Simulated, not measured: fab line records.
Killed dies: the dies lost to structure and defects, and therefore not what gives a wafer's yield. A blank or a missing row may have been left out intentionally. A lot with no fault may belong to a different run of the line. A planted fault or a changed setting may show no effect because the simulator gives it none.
fab line records    flow nand_harc    part 2 of 2: steps 29 to 38 of 38
record: lots: 5  wafers: 15  last_day: 33
route steps=1302 shown P_STI@103 P_GATE@110
lots that met no fault: taken from a fault-free run of the same line
start_h: hours from the record's opening day to when the first of the lot's shown wafers began    wait_h: hours elapsed since this lot's preceding step    " as in the row above    L1.1+2: one row covering several wafers at once    - no value, or no start was given    * or withheld: withheld    < > ~ a bound
route shown NAME@n: a module of which the file shows steps, and the number in the route of the first    usual: the fault-free wafers' mean and standard deviation    same: alike in all rows    chamber/n: place in a boat    sites: readings site by site    _std_site: standard deviation across them    _edge_site: mean of outer sites minus mean of inner sites    radius_mm: for every site, how far away it sits from the centre of the wafer    mask NAME#n: copy n    behind: the last tool/chamber to shape the wafer    hold: why the lot went on hold/how many hours it stayed there/how the hold came to an end    device: the n, p or np transistor that did not switch    end of line: the same wafers' tests at the end of the route    a step without rows: its recipe alone    killed: the dies lost at the first sort to structure and to defects; this is not the yield of the wafer    map: per-die view of a wafer (x killed, . not killed, _ where there is no die)
set.NAME: the setting the step ran with; set.NAME@STEP: the setting that earlier step ran with    model.NAME: the simulator's own value behind a step, which no gauge read
certain route steps with their lots: each step a table, each wafer a row
services: from which hour (start_h, from the record's first day; less than 0 if before it) a tool's chamber was out of use, for how many hours, and why
== steps ==
step: NHARC_P_GATE_HM_DEP_102
recipe: target_thk_a: 1200  temp_c: 400  material: aC
usual: susceptor_temp_C: 400.02/0.2  throttle_valve_pct: 35.000/0.0095
lot.wafer  tool        chamber  start_h  wait_h  susceptor_temp_C  throttle_valve_pct
L084.1     acl_dep-03  0        204.52   6.8     399.92            34.992
L084.2     "           0        "        "       399.97            35.003
L084.6     "           0        "        "       399.85            34.992
L089.1     acl_dep-03  0        245.13   3.8     399.70            35.006
L089.2     "           0        "        "       399.92            34.991
L089.3     "           0        "        "       400.22            34.993
L093.4     acl_dep-01  0        283.57   0.7     400.20            35.012
L093.5     "           0        "        "       400.17            35.006
L093.6     "           0        "        "       400.24            35.016
L094.1     acl_dep-01  0        306.27   5.0     -                 34.997
L094.4     "           0        "        "       -                 34.996
L094.6     "           0        "        "       -                 34.989
L096.1     acl_dep-02  0        319.69   4.9     399.98            34.977
L096.4     "           0        "        "       400.33            35.008
L096.5     "           0        "        "       399.93            35.003
step: NHARC_P_GATE_DEP_103
recipe: target_thk_a: 300  target_thk_nm: 30  temp_c: 400  flow_sccm: 200  rf_w: 350  material: SiON
usual: heater_power_w: 732/88  susceptor_temp_C: 400.00/0.23
lot.wafer  tool      chamber  start_h  wait_h  heater_power_w  susceptor_temp_C
L084.1     pecvd-02  2        205.21   0.6     565             400.27
L084.2     "         0        "        "       761             400.32
L084.6     "         2        "        "       552             399.99
L089.1     pecvd-01  2        245.79   0.6     737             399.68
L089.3     "         0        "        "       691             400.22
L089.2     "         1        "        "       583             399.99
L093.6     pecvd-02  0        284.00   0.1     867             400.12
L093.4     "         1        "        "       709             399.59
L093.5     "         2        "        "       580             400.04
L094.1     pecvd-02  0        306.92   0.5     839             399.90
L094.4     "         0        "        "       836             400.17
L094.6     "         2        "        "       662             399.57
L096.1     pecvd-02  2        320.39   0.6     654             400.02
L096.4     "         1        "        "       652             400.10
L096.5     "         0        "        "       742             399.81
step: NHARC_P_GATE_DEHYDRATE_18
recipe: temp_c: 150  time_s: 120
usual: resist_line_temp_C: 23.00/0.089
lot.wafer  tool            chamber  start_h  wait_h  resist_line_temp_C
L084.1     litho_track-01  0        205.46   0.2     23.11
L084.2     "               0        "        "       23.03
L084.6     "               0        "        "       23.01
L089.1     litho_track-01  0        246.07   0.2     22.84
L089.2     "               0        "        "       22.83
L089.3     "               0        "        "       22.90
L093.4     litho_track-06  0        284.19   0.1     22.82
L093.5     "               0        "        "       22.98
L093.6     "               0        "        "       22.94
L094.1     litho_track-04  0        307.27   0.3     23.06
L094.4     "               0        "        "       23.25
L094.6     "               0        "        "       23.05
L096.1     litho_track-01  0        320.63   0.2     23.09
L096.4     "               0        "        "       22.98
L096.5     "               0        "        "       22.94
step: NHARC_P_GATE_HMDS_19
recipe: time_s: 30
usual: resist_line_temp_C: 23.00/0.087
lot.wafer  tool            chamber  start_h  wait_h  resist_line_temp_C
L084.1     litho_track-01  0        -        -       22.82
L084.2     "               0        "        "       23.04
L084.6     "               0        "        "       22.94
L089.1     litho_track-01  0        -        -       22.95
L089.2     "               0        "        "       23.01
L089.3     "               0        "        "       23.05
L093.4     litho_track-06  0        -        -       23.00
L093.5     "               0        "        "       23.07
L093.6     "               0        "        "       22.88
L094.1     litho_track-04  0        -        -       22.97
L094.4     "               0        "        "       23.00
L094.6     "               0        "        "       23.01
L096.1     litho_track-01  0        -        -       22.96
L096.4     "               0        "        "       22.97
L096.5     "               0        "        "       23.00
step: NHARC_P_GATE_COAT_20
recipe: spin_rpm: 1500  resist_thk_nm: 90
usual: resist_line_temp_C: 23.01/0.11
lot.wafer  tool            chamber  start_h  wait_h  resist_line_temp_C
L084.1     litho_track-01  0        -        -       23.03
L084.2     "               0        "        "       22.94
L084.6     "               0        "        "       23.14
L089.1     litho_track-01  0        -        -       22.85
L089.2     "               0        "        "       23.15
L089.3     "               0        "        "       22.93
L093.4     litho_track-06  0        -        -       23.06
L093.5     "               0        "        "       23.13
L093.6     "               0        "        "       23.13
L094.1     litho_track-04  0        -        -       22.95
L094.4     "               0        "        "       23.15
L094.6     "               0        "        "       23.15
L096.1     litho_track-01  0        -        -       23.02
L096.4     "               0        "        "       23.11
L096.5     "               0        "        "       23.04
step: NHARC_P_GATE_SOFTBAKE_21
recipe: temp_c: 105  time_s: 55
usual: resist_line_temp_C: 23.02/0.1
lot.wafer  tool            chamber  start_h  wait_h  resist_line_temp_C
L084.1     litho_track-01  0        -        -       23.10
L084.2     "               0        "        "       22.99
L084.6     "               0        "        "       22.95
L089.1     litho_track-01  0        -        -       22.94
L089.2     "               0        "        "       22.93
L089.3     "               0        "        "       22.89
L093.4     litho_track-06  0        -        -       23.00
L093.5     "               0        "        "       23.13
L093.6     "               0        "        "       22.82
L094.1     litho_track-04  0        -        -       23.01
L094.4     "               0        "        "       23.00
L094.6     "               0        "        "       22.99
L096.1     litho_track-01  0        -        -       23.06
L096.4     "               0        "        "       22.97
L096.5     "               0        "        "       23.05
step: NHARC_P_GATE_EBR_22
usual: resist_line_temp_C: 22.99/0.11
lot.wafer  tool            chamber  start_h  wait_h  resist_line_temp_C
L084.1     litho_track-01  0        -        -       22.96
L084.2     "               0        "        "       22.87
L084.6     "               0        "        "       22.94
L089.1     litho_track-01  0        -        -       22.85
L089.2     "               0        "        "       23.13
L089.3     "               0        "        "       23.04
L093.4     litho_track-06  0        -        -       22.98
L093.5     "               0        "        "       22.90
L093.6     "               0        "        "       23.03
L094.1     litho_track-04  0        -        -       23.05
L094.4     "               0        "        "       22.92
L094.6     "               0        "        "       23.16
L096.1     litho_track-01  0        -        -       22.58
L096.4     "               0        "        "       22.69
L096.5     "               0        "        "       22.82
step: NHARC_P_GATE_EXPOSE_23
recipe: na: 1.35  target_cd_nm: 120  dose_mj: 93.91  mask_id: P_GATE
usual: stage_vel_mm_s: 500.04/0.26
lot.wafer  tool             chamber  start_h  wait_h  mask      stage_vel_mm_s
L084.1     arfi_scanner-02  0        205.73   -       P_GATE#0  499.19
L084.2     "                0        "        "       P_GATE#0  499.81
L084.6     "                0        "        "       P_GATE#0  499.43
L089.1     arfi_scanner-02  0        246.34   -       P_GATE#0  500.14
L089.2     "                0        "        "       P_GATE#0  499.98
L089.3     "                0        "        "       P_GATE#0  500.07
L093.4     arfi_scanner-03  0        284.47   -       P_GATE#0  500.21
L093.5     "                0        "        "       P_GATE#0  500.40
L093.6     "                0        "        "       P_GATE#0  500.32
L094.1     arfi_scanner-03  0        307.42   -       P_GATE#0  500.11
L094.4     "                0        "        "       P_GATE#0  500.36
L094.6     "                0        "        "       P_GATE#0  500.21
L096.1     arfi_scanner-02  0        320.90   -       P_GATE#0  499.74
L096.4     "                0        "        "       P_GATE#0  499.89
L096.5     "                0        "        "       P_GATE#0  499.64
step: NHARC_P_GATE_PEB_24
recipe: peb_temp_c: 100  peb_time_s: 65
usual: resist_line_temp_C: 23.01/0.12
lot.wafer  tool            chamber  start_h  wait_h  resist_line_temp_C
L084.1     litho_track-01  0        205.79   0.1     22.96
L084.2     "               0        "        "       22.89
L084.6     "               0        "        "       22.90
L089.1     litho_track-01  0        246.40   0.1     22.87
L089.2     "               0        "        "       23.09
L089.3     "               0        "        "       22.99
L093.4     litho_track-01  0        284.52   0.0     22.82
L093.5     "               0        "        "       22.86
L093.6     "               0        "        "       23.07
L094.1     litho_track-01  0        307.48   0.1     23.09
L094.4     "               0        "        "       23.10
L094.6     "               0        "        "       23.20
L096.1     litho_track-04  0        320.96   0.1     23.10
L096.4     "               0        "        "       23.01
L096.5     "               0        "        "       22.97
step: NHARC_P_GATE_DEVELOP_25
recipe: develop_time_s: 35  dev_temp_c: 23
usual: developer_temp_C: 23.00/0.098  resist_line_temp_C: 23.00/0.093
same: develop_time_s: 35
lot.wafer  tool            chamber  start_h  wait_h  developer_temp_C  resist_line_temp_C
L084.1     litho_track-01  0        -        -       22.98             22.99
L084.2     "               0        "        "       22.93             22.98
L084.6     "               0        "        "       22.94             22.86
L089.1     litho_track-01  0        -        -       22.90             22.78
L089.2     "               0        "        "       22.85             22.92
L089.3     "               0        "        "       22.79             22.99
L093.4     litho_track-01  0        -        -       23.13             23.14
L093.5     "               0        "        "       22.99             22.99
L093.6     "               0        "        "       22.91             23.10
L094.1     litho_track-01  0        -        -       23.15             23.09
L094.4     "               0        "        "       23.03             22.89
L094.6     "               0        "        "       23.08             23.04
L096.1     litho_track-04  0        -        -       23.04             22.99
L096.4     "               0        "        "       22.93             23.02
L096.5     "               0        "        "       22.91             23.11
== services ==
tool             chamber  start_h  hours  kind
rie_diel-05      3        151.35   6.1    repair
litho_track-01   -        155.00   7.0    pm
wet_bench-07     -        160.00   8.0    pm
rie_diel-05      -        162.54   1.3    repair
rie_diel-05      -        164.60   11.1   repair
wet_bench-09     -        176.84   8.0    pm
litho_track-06   -        179.00   7.0    pm
wet_bench-06     -        193.60   8.0    pm
litho_track-04   -        203.00   7.0    pm
wet_bench-03     -        210.40   8.0    pm
pecvd-02         -        218.20   0.9    repair
pecvd-02         -        227.00   13.0   pm
litho_track-02   -        227.01   7.0    pm
wet_bench-04     -        227.20   8.0    pm
rie_diel-05      -        229.60   9.0    pm
arfi_scanner-02  -        236.52   0.5    repair
litho_track-07   -        251.00   7.0    pm
krf_scanner-02   -        266.00   4.0    pm
litho_track-03   -        275.00   7.0    pm
wet_bench-01     -        277.60   8.0    pm
wet_bench-03     -        286.20   3.0    repair
pecvd-02         1        299.59   17.3   repair
arfi_scanner-02  -        305.62   2.4    repair
arfi_scanner-02  -        312.00   4.0    pm
